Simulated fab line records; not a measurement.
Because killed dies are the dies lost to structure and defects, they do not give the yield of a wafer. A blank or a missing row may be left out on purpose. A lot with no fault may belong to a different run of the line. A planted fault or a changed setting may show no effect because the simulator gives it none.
Chamber matching || flow nand_harc || NHARC_A_CHANNEL_HOLE_D1_ETCH_38 on rie_diel-12 has 4 sister chambers
The step etches the open film in CF4, target depth 39 nm, time 65 s. 8 wafers are shown with their chamber, then 8 later ones without.

WAFERS PAIRED WITH THEIR CHAMBERS
{"wafer": "L083.2", "chamber": 2, "drypump_motor_current_A (A)": 5.7, "rf_vpp_V (V)": 151.7}
{"wafer": "L086.4", "chamber": 3, "drypump_motor_current_A (A)": 6.0, "rf_vpp_V (V)": 150.3}
{"wafer": "L086.5", "chamber": 0, "drypump_motor_current_A (A)": 6.5, "rf_vpp_V (V)": 151.8}
{"wafer": "L086.6", "chamber": 1, "drypump_motor_current_A (A)": 5.2, "rf_vpp_V (V)": 151.4}
{"wafer": "L089.1", "chamber": 0, "drypump_motor_current_A (A)": 6.5, "rf_vpp_V (V)": 151.8}
{"wafer": "L089.2", "chamber": 1, "drypump_motor_current_A (A)": 5.1, "rf_vpp_V (V)": 151.7}
{"wafer": "L089.4", "chamber": 3, "drypump_motor_current_A (A)": 6.1, "rf_vpp_V (V)": 150.0}
{"wafer": "L090.2", "chamber": 2, "drypump_motor_current_A (A)": 5.7, "rf_vpp_V (V)": 151.7}

WAFERS WITHOUT THEIR CHAMBER
{"wafer": "L090.4", "drypump_motor_current_A (A)": 6.1, "rf_vpp_V (V)": 149.4}
{"wafer": "L090.6", "drypump_motor_current_A (A)": 6.5, "rf_vpp_V (V)": 151.8}
{"wafer": "L092.3", "drypump_motor_current_A (A)": 5.1, "rf_vpp_V (V)": 149.8}
{"wafer": "L092.5", "drypump_motor_current_A (A)": 6.5, "rf_vpp_V (V)": 152.2}
{"wafer": "L092.6", "drypump_motor_current_A (A)": 6.0, "rf_vpp_V (V)": 151.9}
{"wafer": "L094.2", "drypump_motor_current_A (A)": 5.1, "rf_vpp_V (V)": 150.9}
{"wafer": "L094.3", "drypump_motor_current_A (A)": 6.5, "rf_vpp_V (V)": 151.0}
{"wafer": "L094.5", "drypump_motor_current_A (A)": 6.5, "rf_vpp_V (V)": 151.8}

WHICH CHAMBER EACH WENT THROUGH
{"wafer": "L090.4", "from the rows above": 3, "in truth": 3}
{"wafer": "L090.6", "from the rows above": 0, "in truth": 0}
{"wafer": "L092.3", "from the rows above": 1, "in truth": 1}
{"wafer": "L092.5", "from the rows above": 0, "in truth": 0}
{"wafer": "L092.6", "from the rows above": 2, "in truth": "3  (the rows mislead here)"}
{"wafer": "L094.2", "from the rows above": 1, "in truth": 1}
{"wafer": "L094.3", "from the rows above": 0, "in truth": 0}
{"wafer": "L094.5", "from the rows above": 0, "in truth": 0}
Correctly placed: 7 of 8. Can't be placed from these rows: 0. Number placed wrongly: 1.
How it was worked out, from the rows above alone: a wafer's distance from a chamber is the root of the sum, over the readings, of the square of ((its reading less the chamber's mean) divided by the reading's scatter). The wafer belongs to the nearest chamber; if the next one is less than 2 further off, it can't be placed. The mean given for a chamber averages the wafers shown for that chamber. How the scatter is found: for the shown wafers, subtract from each reading the mean of its chamber, square and add these, divide the total by (wafers less chambers), then take the root.
